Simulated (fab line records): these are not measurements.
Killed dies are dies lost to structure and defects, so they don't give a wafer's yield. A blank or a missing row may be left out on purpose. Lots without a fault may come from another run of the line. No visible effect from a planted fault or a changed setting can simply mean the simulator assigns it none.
fab line records    flow n5-finfet
[record] lots = 7  wafers = 21  last-day = 18
route steps=1938 shown BEOL_M0@721 BEOL_M4@1111 PASSIVATION@1936
lots untouched by any fault: they come from a run of this same line in which no faults occurred
start-h: the number of hours between the record's first day and the start of the first shown wafer of the lot    wait-h: how many hours have passed since the lot's step before this one    " the same as in the row above    L1.1+2: one row covering several wafers at once    - no value, or no start was given    * or withheld: withheld    < > ~ a bound
route shown NAME@n: NAME is a module with steps in the file, n the number in the route of the first one    usual: average and standard deviation across the fault-free wafers    same: alike in all rows    chamber/n: place in a boat    sites: per-site readings    _std_site: how widely they spread, as a standard deviation    _edge_site: mean of outer sites minus mean of inner sites    radius-mm: for every site, how far away it sits from the centre of the wafer    mask NAME#n: copy n    behind: the tool/chamber that last shaped the wafer    hold: cause of the lot's hold/its duration in hours/its outcome    device: which transistor (n, p or np) failed to switch    end of line: the same wafers' tests at the end of the route    a step given without rows: its recipe and nothing more    killed: at the first sort, the dies lost to defects and structure; wafer yield is something else    map: the dies of a wafer, with x for killed, . for not killed, _ for no die there
set.NAME: the setting as run; set.NAME@STEP: as run at that earlier step    model.NAME: the simulator's own value behind a step, which no gauge read
a table for each step, a row for each wafer; lots at some steps of the route
services: from which hour (start-h, from the record's first day; less than 0 if before it) a tool's chamber was out of use, for how many hours, and why
[[steps]]
[step N5_BEOL_M0_TRENCH_ETCH_107]
[recipe] chemistry = C4F6/O2  target-depth-a = 328  target = SiOC  time-s = 16.4  ion-energy-ev = 250  pressure-mtorr = 30  source-w = 355  bias-w = 185  Ar_flow_sccm = 300  C4F6_flow_sccm = 10  O2_flow_sccm = 10
[step N5_BEOL_M0_STRIP_142]
[recipe] chemistry = N2/H2  time-s = 10  power-w = 450  temp-c = 40  pressure-mtorr = 20  rf-frequency-hz = 6e+07  bias-power-w = 7  n2-flow-sccm = 200  h2-flow-sccm = 200
[usual] drypump-motor-current-A = 5.8/0.42  oes-product-au = 0.83/0.093  rf-vpp-V = 59.4/0.93  showerhead-plenum-p-Torr = 2.56/0.11  throttle-valve-pct = 23.6/0.35
lot.wafer  tool         chamber  start-h  wait-h  drypump-motor-current-A  oes-product-au  rf-hours-counter-h  rf-vpp-V  showerhead-plenum-p-Torr  throttle-valve-pct
L517.1     rie-diel-03  3        131.78   0.0     6.4                      0.72            167                 58.0      2.51                      23.1
L517.3     "            2        "        "       5.7                      0.70            212                 59.6      2.43                      23.9
L517.5     "            1        "        "       5.5                      0.90            -                   59.3      2.72                      24.0
L521.1     rie-diel-01  2        160.87   0.0     5.1                      0.94            8                   58.0      2.47                      22.9
L521.3     "            0        "        "       5.6                      0.91            16                  59.2      2.49                      23.6
L521.5     "            1        "        "       5.8                      0.89            -                   60.9      2.49                      23.9
L522.2     rie-diel-01  3        161.99   0.0     6.4                      0.89            26                  58.2      2.69                      23.6
L522.3     "            2        "        "       5.1                      0.94            9                   58.6      2.47                      23.0
L522.5     "            0        "        "       5.6                      0.89            -                   57.9      2.49                      23.6
L523.3     rie-diel-01  1        171.86   0.0     5.8                      0.89            56                  58.8      2.49                      23.9
L523.4     "            3        "        "       6.5                      0.89            29                  59.1      2.69                      23.6
L523.6     "            2        "        "       5.1                      0.94            -                   59.2      2.47                      23.0
L524.1     rie-diel-01  2        173.78   0.0     5.1                      0.94            13                  60.0      2.47                      23.0
L524.3     "            0        "        "       5.6                      0.89            21                  58.9      2.49                      23.6
L524.6     "            3        "        "       6.5                      0.89            -                   58.7      2.69                      23.6
L531.3     rie-diel-03  1        213.80   0.0     5.4                      0.86            65                  60.6      2.71                      24.0
L531.5     "            0        "        "       5.7                      0.94            -                   61.1      2.71                      23.5
L531.6     "            1        "        "       5.4                      0.85            -                   60.4      2.71                      24.0
L536.2     rie-diel-03  1        252.93   0.0     5.5                      0.84            79                  60.2      2.70                      24.0
L536.5     "            0        "        "       5.7                      0.89            -                   60.4      2.70                      23.5
L536.6     "            3        "        "       6.4                      0.69            -                   58.2      2.49                      23.1
[step N5_BEOL_M0_OCD_MEAS_108]
[usual] trench-depth-nm = 33.1/0.65
lot.wafer  tool    chamber  start-h  wait-h  trench-depth-nm
L517.1     ocd-02  -        131.86   0.1     33.5
L517.3     "       -        "        "       32.1
L517.5     "       -        "        "       33.5
L521.1     ocd-01  -        160.95   0.1     33.1
L521.3     "       -        "        "       32.7
L521.5     "       -        "        "       33.8
L522.2     ocd-01  -        162.08   0.1     33.8
L522.3     "       -        "        "       33.3
L522.5     "       -        "        "       32.9
L523.3     ocd-02  -        171.94   0.1     33.7
L523.4     "       -        "        "       33.5
L523.6     "       -        "        "       33.5
L524.1     ocd-02  -        173.86   0.1     34.0
L524.3     "       -        "        "       33.2
L524.6     "       -        "        "       33.8
L531.3     ocd-01  -        213.88   0.1     33.7
L531.5     "       -        "        "       33.0
L531.6     "       -        "        "       33.9
L536.2     ocd-02  -        253.01   0.1     33.2
L536.5     "       -        "        "       33.4
L536.6     "       -        "        "       32.5
[step N5_BEOL_M0_HM_STRIP_129]
[recipe] chemistry = peroxide-tin-strip  material = TiN  target-depth-a = 170  temp-c = 50  time-s = 108
[step N5_BEOL_M0_SRD_130]
[recipe] time-s = 30  temp-c = 23  rinse-liquid = diw  dry = ipa-marangoni
[step N5_BEOL_M0_ETCH_109]
[recipe] chemistry = CH3F/O2  target-depth-a = 80  overetch-a = 24  target = SiCN  time-s = 27.4  ion-energy-ev = 120  pressure-mtorr = 30  source-w = 395  bias-w = 75  Ar_flow_sccm = 150  CH3F_flow_sccm = 30  O2_flow_sccm = 20
[usual] drypump-motor-current-A = 5.7/0.4  oes-product-au = 0.70/0.081  rf-vpp-V = 297.7/2  showerhead-plenum-p-Torr = 2.01/0.092  throttle-valve-pct = 16.29/0.23
lot.wafer  tool         chamber  start-h  wait-h  drypump-motor-current-A  oes-product-au  rf-hours-counter-h  rf-vpp-V  showerhead-plenum-p-Torr  throttle-valve-pct
L517.1     rie-diel-01  0        131.97   0.0     5.6                      0.81            4                   297.6     1.97                      16.20
L517.3     "            3        "        "       6.4                      0.77            14                  300.8     2.15                      16.50
L517.5     "            1        "        "       5.8                      0.76            -                   294.7     1.96                      16.10
L521.1     rie-diel-03  3        161.20   0.2     6.4                      0.61            180                 297.2     1.98                      16.17
L521.3     "            1        "        "       5.4                      0.74            43                  299.0     2.12                      16.28
L521.5     "            3        "        "       6.4                      0.62            -                   296.9     1.98                      16.15
L522.2     rie-diel-03  1        162.19   0.0     5.5                      0.74            44                  301.1     2.12                      16.28
L522.3     "            2        "        "       5.6                      0.59            226                 295.4     1.90                      16.61
L522.5     "            3        "        "       6.4                      0.61            -                   297.4     1.98                      16.16
L523.3     rie-diel-05  2        172.07   0.1     5.7                      0.73            50                  300.1     2.11                      16.11
L523.4     "            0        "        "       5.6                      0.66            114                 294.0     1.85                      16.60
L523.6     "            0        "        "       5.5                      0.67            -                   295.2     1.85                      16.61
L524.1     rie-diel-03  2        174.31   0.4     5.7                      0.58            230                 294.5     1.89                      16.60
L524.3     "            3        "        "       6.5                      0.61            187                 296.2     1.98                      16.17
L524.6     "            2        "        "       5.6                      0.60            -                   297.3     1.89                      16.61
L531.3     rie-diel-03  1        214.00   0.0     5.5                      0.76            65                  301.2     2.12                      16.32
L531.5     "            0        "        "       5.6                      0.81            -                   300.1     2.13                      15.89
L531.6     "            1        "        "       5.4                      0.75            -                   299.0     2.12                      16.33
L536.2     rie-diel-01  1        253.12   0.0     5.8                      0.71            83                  294.2     1.95                      16.17
L536.5     "            1        "        "       5.8                      0.72            -                   296.7     1.95                      16.15
L536.6     "            2        "        "       5.1                      0.75            -                   296.6     1.94                      15.97
[step N5_BEOL_M0_STRIP_139]
[recipe] chemistry = post-etch-residue-remover  time-s = 60  temp-c = 25  remover-ph = withheld  remover-water-wt-pct = withheld  remover-fluoride-wt-pct = withheld
[step N5_BEOL_M0_SRD_111]
[recipe] time-s = 30  temp-c = 23  rinse-liquid = diw  dry = ipa-marangoni
[step N5_BEOL_M0_DEGAS_112]
[recipe] ambient = vacuum  temp-c = 250  time-s = 60
[step N5_BEOL_M0_PRE_CLEAN_113]
[recipe] gas = H2/He  time-s = 30  temp-c = 250
[usual] heater-power-w = 320/37  susceptor-temp-C = 250.02/0.17
lot.wafer  tool            chamber  start-h  wait-h  heater-power-w  susceptor-temp-C
L517.1     pvd-sputter-01  -        132.56   0.0     383             250.17
L517.3     "               -        "        "       361             249.84
L517.5     "               -        "        "       380             250.36
L521.1     pvd-sputter-03  -        161.73   0.0     341             250.16
L521.3     "               -        "        "       296             250.41
L521.5     "               -        "        "       308             249.86
L522.2     pvd-sputter-02  -        165.07   0.0     305             249.79
L522.3     "               -        "        "       259             250.14
L522.5     "               -        "        "       263             250.09
L523.3     pvd-sputter-03  -        172.65   0.0     298             250.09
L523.4     "               -        "        "       343             250.03
L523.6     "               -        "        "       331             250.04
L524.1     pvd-sputter-01  -        174.52   0.0     364             249.88
L524.3     "               -        "        "       265             249.94
L524.6     "               -        "        "       307             250.18
L531.3     pvd-sputter-01  -        214.22   0.0     268             250.08
L531.5     "               -        "        "       261             250.16
L531.6     "               -        "        "       394             249.72
L536.2     pvd-sputter-02  -        253.69   0.0     350             250.16
L536.5     "               -        "        "       310             250.10
L536.6     "               -        "        "       301             250.16
[step N5_BEOL_M0_ALD_136]
[recipe] material = TaN  target-thk-a = *  temp-c = 275  ald-precursor-family = PDMAT  ald-co-reactant = NH3  pressure-torr = 3  carrier-flow-sccm = 1500  pulse-time-s = 2  purge-time-s = 3  co-reactant-purge-time-s = 2  co-reactant-pulse-time-s = 3  ald-cycles = 30  precursor-vessel-temp-c = 75  precursor-vessel-pressure-torr = 26.25  precursor-vessel-carrier-sccm = 1000
[step N5_BEOL_M0_SURFACE_TREAT_137]
[recipe] gas = Ar  time-s = *  ion-energy-ev = *  ion-current-ma-cm2 = 0.5  pressure-mtorr = *  ar-flow-sccm = 30
[usual] throttle-valve-pct = *
lot.wafer  tool            chamber  start-h  wait-h  throttle-valve-pct
L517.1     pvd-sputter-01  -        133.24   0.3     *
L517.3     "               -        "        "       *
L517.5     "               -        "        "       *
L521.1     pvd-sputter-03  -        162.11   0.2     *
L521.3     "               -        "        "       *
L521.5     "               -        "        "       *
L522.2     pvd-sputter-02  -        165.37   0.1     *
L522.3     "               -        "        "       *
L522.5     "               -        "        "       *
L523.3     pvd-sputter-01  -        173.36   0.4     *
L523.4     "               -        "        "       *
L523.6     "               -        "        "       *
L524.1     pvd-sputter-02  -        176.15   1.4     *
L524.3     "               -        "        "       *
L524.6     "               -        "        "       *
L531.3     pvd-sputter-03  -        214.56   0.2     *
L531.5     "               -        "        "       *
L531.6     "               -        "        "       *
L536.2     pvd-sputter-02  -        254.09   0.2     *
L536.5     "               -        "        "       *
L536.6     "               -        "        "       *
[step N5_BEOL_M0_CVD_115]
[recipe] material = Co  target-thk-a = *  temp-c = withheld  precursor = CCTBA/H2  pressure-torr = 30  time-s = 120
[usual] run-length-s = 143.2/0.46
lot.wafer  tool       chamber  start-h  wait-h  run-length-s
L517.1     cvd-co-02  0        133.42   0.2     143.3
L517.3     "          1        "        "       142.9
L517.5     "          0        "        "       142.6
L521.1     cvd-co-01  1        162.18   0.0     144.0
L521.3     "          0        "        "       143.4
L521.5     "          0        "        "       143.8
L522.2     cvd-co-01  0        165.45   0.1     143.8
L522.3     "          0        "        "       235.7
L522.5     "          1        "        "       143.2
L523.3     cvd-co-01  1        174.42   1.0     236.0
L523.4     "          0        "        "       236.1
L523.6     "          0        "        "       143.4
L524.1     cvd-co-01  1        176.99   0.8     143.4
L524.3     "          1        "        "       236.1
L524.6     "          1        "        "       143.1
L531.3     cvd-co-02  1        214.86   0.3     143.4
L531.5     "          2        "        "       142.7
L531.6     "          0        "        "       142.6
L536.2     cvd-co-02  2        254.18   0.1     142.8
L536.5     "          0        "        "       142.6
L536.6     "          2        "        "       142.6
[step N5_BEOL_M0_SPUTTER_116]
[recipe] material = Cu  target-thk-a = 40  temp-c = -20  chamber-pressure-pa = 0.07  power-w = withheld  time-s = 7.37
[usual] susceptor-temp-C = -20.00/0.1  throttle-valve-pct = 29.9/1.4
lot.wafer  tool            chamber  start-h  wait-h  susceptor-temp-C  throttle-valve-pct
L517.1     pvd-sputter-02  -        133.53   0.1     -20.03            30.2
L517.3     "               -        "        "       -20.00            30.0
L517.5     "               -        "        "       -19.91            30.3
L521.1     pvd-sputter-02  -        162.29   0.1     -19.91            30.0
L521.3     "               -        "        "       -20.00            28.0
L521.5     "               -        "        "       -19.92            29.9
L522.2     pvd-sputter-02  -        165.69   0.2     -20.01            30.4
L522.3     "               -        "        "       -20.00            31.1
L522.5     "               -        "        "       -19.88            30.1
L523.3     pvd-sputter-03  -        174.53   0.1     -19.97            28.2
L523.4     "               -        "        "       -20.01            30.5
L523.6     "               -        "        "       -20.11            30.6
L524.1     pvd-sputter-03  -        177.21   0.2     -19.98            30.0
L524.3     "               -        "        "       -19.88            30.6
L524.6     "               -        "        "       -19.97            28.3
L531.3     pvd-sputter-01  -        216.25   1.4     -19.96            30.5
L531.5     "               -        "        "       -19.92            29.4
L531.6     "               -        "        "       -19.98            33.6
L536.2     pvd-sputter-01  -        254.35   0.1     -19.91            33.0
L536.5     "               -        "        "       -19.89            33.2
L536.6     "               -        "        "       -19.93            29.2
[step N5_BEOL_M4_RC_MEAS_101]
[usual] DIBL_N = 36.1/1.6  DIBL_P = 35.8/2  IOFF_N = 0.157/0.029  IOFF_P = 0.21/0.034  ION_N = 677/13  ION_P = 465/8.1  SS_N = 71.3/0.61  SS_P = 73.2/0.65  VT_N = 249/3.3  VT_P = -250/3.2
lot.wafer  tool       chamber  start-h  wait-h  DIBL_N[mV/V]  DIBL_P[mV/V]  IOFF_N[nA/um]  IOFF_P[nA/um]  ION_N[uA/um]  ION_P[uA/um]  SS_N[mV/dec]  SS_P[mV/dec]  VT_N[mV]  VT_P[mV]
L517.1     prober-01  0        217.33   0.0     36.8          36.3          0.162          0.23           670           466           70.9          73.7          249       -249
L517.3     "          0        "        "       37.3          36.5          0.177          0.23           694           476           71.5          73.1          247       -248
L517.5     "          0        "        "       35.5          34.7          0.147          0.21           665           469           70.6          73.8          250       -249
L521.1     prober-01  0        243.02   0.0     38.9          39.3          0.208          0.29           685           479           71.3          74.1          244       -246
L521.3     "          0        "        "       38.8          38.3          0.199          0.26           677           465           71.9          74.2          245       -247
L521.5     "          0        "        "       38.1          38.6          0.187          0.26           679           471           72.1          73.3          246       -246
L522.2     prober-01  0        245.02   0.2     35.6          34.8          0.155          0.23           674           462           71.0          72.5          248       -247
L522.3     "          0        "        "       35.3          34.7          0.144          0.24           660           462           71.1          72.7          252       -246
L522.5     "          0        "        "       32.6          31.8          0.116          0.19           661           464           69.8          72.5          251       -246
L523.3     prober-01  0        257.54   0.3     37.8          36.9          0.170          0.21           681           463           72.6          74.3          250       -253
L523.4     "          0        "        "       39.0          37.7          0.180          0.22           670           451           72.7          74.5          250       -252
L523.6     "          0        "        "       36.0          34.3          0.134          0.17           662           454           71.6          72.7          252       -254
L524.1     prober-02  0        273.60   0.0     36.0          35.6          0.161          0.21           686           468           71.5          73.0          245       -248
L524.3     "          0        "        "       37.2          36.8          0.173          0.22           669           460           72.2          73.2          249       -250
L524.6     "          0        "        "       36.8          36.5          0.178          0.22           695           469           72.2          72.4          246       -249
L531.3     prober-01  0        307.99   0.4     35.8          36.8          0.152          0.23           688           473           71.1          74.0          247       -249
L531.5     "          0        "        "       38.5          39.3          0.196          0.27           679           466           71.6          74.1          247       -244
L531.6     "          0        "        "       34.5          34.6          0.130          0.19           680           472           70.4          73.2          250       -250
L536.2     prober-02  0        325.20   0.2     37.3          37.2          0.184          0.22           698           470           71.4          73.0          246       -250
L536.5     "          0        "        "       38.0          39.4          0.208          0.25           702           473           72.0          73.4          241       -247
L536.6     "          0        "        "       35.3          35.0          0.158          0.19           687           474           70.7          73.2          249       -251
[step N5_PASSIVATION_PROBE_49]
[usual] defect-limited-yield = 91.0/1.4  killed_at_M0_to_M3 = 33/11  killed_at_M4_up = 14/5  killed-at-contacts = 11/7.3  killed-at-front-end = 43/12  killed-at-other = 4/3.1  killed-dies = 106/17  killed-open = 69/13  killed-short = 34/8.7  sort_bin_5_function = 5.2/0.96  sort_bin_6_memory = 3.3/0.66  sort-n-pass = 1074/17  sort-yield-pct = 91.0/1.4
[same] gross-dies = 1180  killed-at-back-side = 0  sort_bin_4_leakage[%] = 0  sort_bin_8_speed[%] = 0
lot.wafer  tool       chamber  start-h  wait-h  defect-limited-yield[%]  killed_at_M0_to_M3  killed_at_M4_up  killed-at-contacts  killed-at-front-end  killed-at-other  killed-dies  killed-open  killed-short  sort_bin_5_function[%]  sort_bin_6_memory[%]  sort-n-pass  sort-yield-pct[%]
L517.1     prober-02  -        326.84   0.0     89.6                     29                  12               8                   71                   3                123          92           31            6.2                     3.7                   1057         89.6
L517.3     prober-02  -        326.94   0.1     91.4                     44                  9                9                   33                   6                101          67           33            4.5                     3.6                   1079         91.4
L517.5     prober-02  -        327.04   0.2     91.1                     28                  15               8                   48                   6                105          66           39            5.3                     3.1                   1075         91.1
L523.3     prober-01  -        366.06   0.1     91.9                     34                  9                15                  31                   7                96           70           26            4.8                     3.0                   1084         91.9
L523.4     prober-01  -        366.11   0.2     92.2                     27                  14               7                   43                   1                92           61           31            5.3                     2.2                   1088         92.2
L523.6     prober-01  -        366.21   0.3     91.9                     31                  19               13                  31                   2                96           66           30            5.0                     2.8                   1084         91.9
L531.3     prober-02  -        425.45   0.1     93.4                     15                  13               5                   43                   2                78           48           29            3.9                     2.4                   1102         93.4
L531.5     prober-02  -        425.55   0.2     87.7                     22                  11               13                  90                   9                145          86           57            6.9                     4.9                   1035         87.7
L531.6     prober-02  -        425.60   0.3     91.8                     23                  14               9                   49                   2                97           57           38            4.4                     3.6                   1083         91.8
L536.2     prober-02  -        438.54   0.1     92.5                     30                  9                4                   37                   8                88           65           22            3.5                     3.5                   1092         92.5
L536.5     prober-02  -        438.69   0.2     90.8                     31                  5                13                  55                   5                109          68           41            5.9                     2.9                   1071         90.8
L536.6     prober-02  -        438.74   0.3     91.5                     15                  12               12                  51                   10               100          63           37            4.9                     3.3                   1080         91.5
// killed by level:class
L517.1 STI_FIN_REVEAL:geometric-particle:open=37 BEOL_M1:geometric-particle:open=12 FIN_SAQP:geometric-particle:open=11 FIN_SAQP:geometric-particle:short=9 MOL_CONTACT_COAG:geometric-particle:open=8 BEOL_M0_SAQP:geometric-particle:open=6 BEOL_M4:geometric-particle:open=4 STI_FIN_REVEAL:geometric-particle:short=4
L517.3 BEOL_M1:geometric-particle:open=12 BEOL_M0_SAQP:geometric-particle:open=10 BEOL_M0_SAQP:geometric-particle:short=7 STI_FIN_REVEAL:geometric-particle:open=6 MOL_CONTACT_COAG:geometric-particle:open=6 DUMMY_GATE:geometric-particle:open=5 BEOL_M0:geometric-particle:open=5 BEOL_M4:geometric-particle:open=5
L517.5 STI_FIN_REVEAL:geometric-particle:open=12 FIN_SAQP:geometric-particle:open=10 FIN_SAQP:geometric-particle:short=8 BEOL_M1:geometric-particle:open=8 GATE_CUT:geometric-particle:short=6 MOL_CONTACT_COAG:geometric-particle:open=6 BEOL_M0_SAQP:geometric-particle:short=6 BEOL_M4:geometric-particle:open=5
L523.3 MOL_CONTACT_COAG:geometric-particle:open=10 BEOL_M1:geometric-particle:open=10 STI_FIN_REVEAL:geometric-particle:open=8 FIN_SAQP:geometric-particle:open=6 MOL_CONTACT_COAG:geometric-particle:short=5 BEOL_M2:geometric-particle:open=5 BEOL_M3:geometric-particle:open=5 BEOL_M4:geometric-particle:open=5
L523.4 STI_FIN_REVEAL:geometric-particle:open=15 GATE_CUT:geometric-particle:short=11 MOL_CONTACT_COAG:geometric-particle:open=7 BEOL_M3:geometric-particle:open=7 STI_FIN_REVEAL:geometric-particle:short=6 BEOL_M4:geometric-particle:open=6 BEOL_M0:geometric-particle:short=5 BEOL_M2:geometric-particle:open=5
L523.6 MOL_CONTACT_COAG:geometric-particle:open=11 STI_FIN_REVEAL:geometric-particle:open=9 FIN_SAQP:geometric-particle:open=6 BEOL_M0_SAQP:geometric-particle:open=6 BEOL_M4:geometric-particle:open=6 BEOL_M0_SAQP:geometric-particle:short=5 BEOL_M1:geometric-particle:open=5 BEOL_M2:geometric-particle:open=5
L531.3 FIN_SAQP:geometric-particle:short=11 STI_FIN_REVEAL:geometric-particle:open=5 DUMMY_GATE:geometric-particle:open=5 GATE_CUT:geometric-particle:short=5 GATE_CUT:geometric-particle:open=5 MOL_CONTACT_COAG:geometric-particle:open=5 BEOL_M4:geometric-particle:open=5 ILD0:geometric-particle:short=4
L531.5 FIN_SAQP:geometric-particle:open=24 FIN_SAQP:geometric-particle:short=24 STI_FIN_REVEAL:geometric-particle:open=9 MOL_CONTACT_COAG:geometric-particle:open=8 BEOL_M1:geometric-particle:open=7 GATE_CUT:geometric-particle:short=7 DUMMY_GATE:geometric-particle:open=6 MOL_CONTACT_COAG:geometric-particle:short=5
L531.6 FIN_SAQP:geometric-particle:short=11 FIN_SAQP:geometric-particle:open=10 BEOL_M1:geometric-particle:open=8 GATE_CUT:geometric-particle:short=7 MOL_CONTACT_COAG:geometric-particle:open=7 GATE_CUT:geometric-particle:open=5 BEOL_M3:geometric-particle:open=5 STI_FIN_REVEAL:geometric-particle:open=4
L536.2 STI_FIN_REVEAL:geometric-particle:open=12 BEOL_M0_SAQP:geometric-particle:open=10 PASS1_CAP:geometric-particle:short=8 BEOL_M3:geometric-particle:open=7 FIN_SAQP:geometric-particle:short=5 DUMMY_GATE:geometric-particle:open=5 FIN_SAQP:geometric-particle:open=4 MOL_CONTACT_COAG:geometric-particle:open=4
L536.5 FIN_SAQP:geometric-particle:open=16 BEOL_M0_SAQP:geometric-particle:short=11 FIN_SAQP:geometric-particle:short=10 STI_FIN_REVEAL:geometric-particle:open=9 MOL_CONTACT_COAG:geometric-particle:open=9 ILD0:geometric-particle:short=7 BEOL_M3:geometric-particle:open=6 BEOL_M0_SAQP:geometric-particle:open=5
L536.6 FIN_SAQP:geometric-particle:short=11 MOL_CONTACT_COAG:geometric-particle:open=10 FIN_SAQP:geometric-particle:open=8 GATE_CUT:geometric-particle:open=8 STI_FIN_REVEAL:geometric-particle:open=6 PASS1_CAP:geometric-particle:open=6 DUMMY_GATE:geometric-particle:open=5 BEOL_M4:geometric-particle:short=5
[[services]]
tool            chamber  start-h  hours  kind
cvd-co-01       2        115.82   10.5   repair
pvd-sputter-01  -        116.46   0.7    repair
rie-diel-01     2        121.01   -      clean
rie-diel-01     2        121.01   -      consumable-replace:focus-ring
rie-diel-01     2        121.01   16.8   scheduled-down
cvd-co-01       -        133.06   2.0    repair
rie-diel-03     0        138.30   -      clean
rie-diel-03     0        138.30   -      consumable-replace:focus-ring
rie-diel-03     0        138.30   -      consumable-replace:showerhead
rie-diel-03     0        138.30   41.9   scheduled-down
rie-diel-03     0        138.30   41.9   vent-cycle
cvd-co-02       1        149.02   8.5    repair
cvd-co-02       -        159.69   17.8   repair
rie-diel-03     2        165.53   5.8    repair
cvd-co-01       -        176.06   0.8    repair
rie-diel-05     0        191.10   10.4   repair
rie-diel-01     2        193.46   18.9   repair
cvd-co-02       1        205.50   7.8    repair
rie-diel-03     2        206.92   7.6    repair
rie-diel-03     2        243.45   -      clean
rie-diel-03     2        243.45   -      consumable-replace:focus-ring
rie-diel-03     2        243.45   -      consumable-replace:showerhead
rie-diel-03     2        243.45   24.1   scheduled-down
rie-diel-03     2        243.45   24.1   vent-cycle
[[key]]
[first-sign] step = N5_BEOL_M0_CVD_115  reading = run-length-s  direction = up  sigmas = 99+  usual = *  struck = *
effect none on later readings
met-at N5_BEOL_M0_CVD_115
struck-wafers L522.3,L523.3,L523.4,L524.3
onset-between 162.18 165.45
[fault] kind = process-parameter-drift  tool = cvd-co-01  chamber = -  onset-h = 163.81  steps = N5_BEOL_M0_CVD_115  channel = time-s  offset = *  shape = step  end-h = 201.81  scope = struck-wafers-only  acts-in = *  stated = *
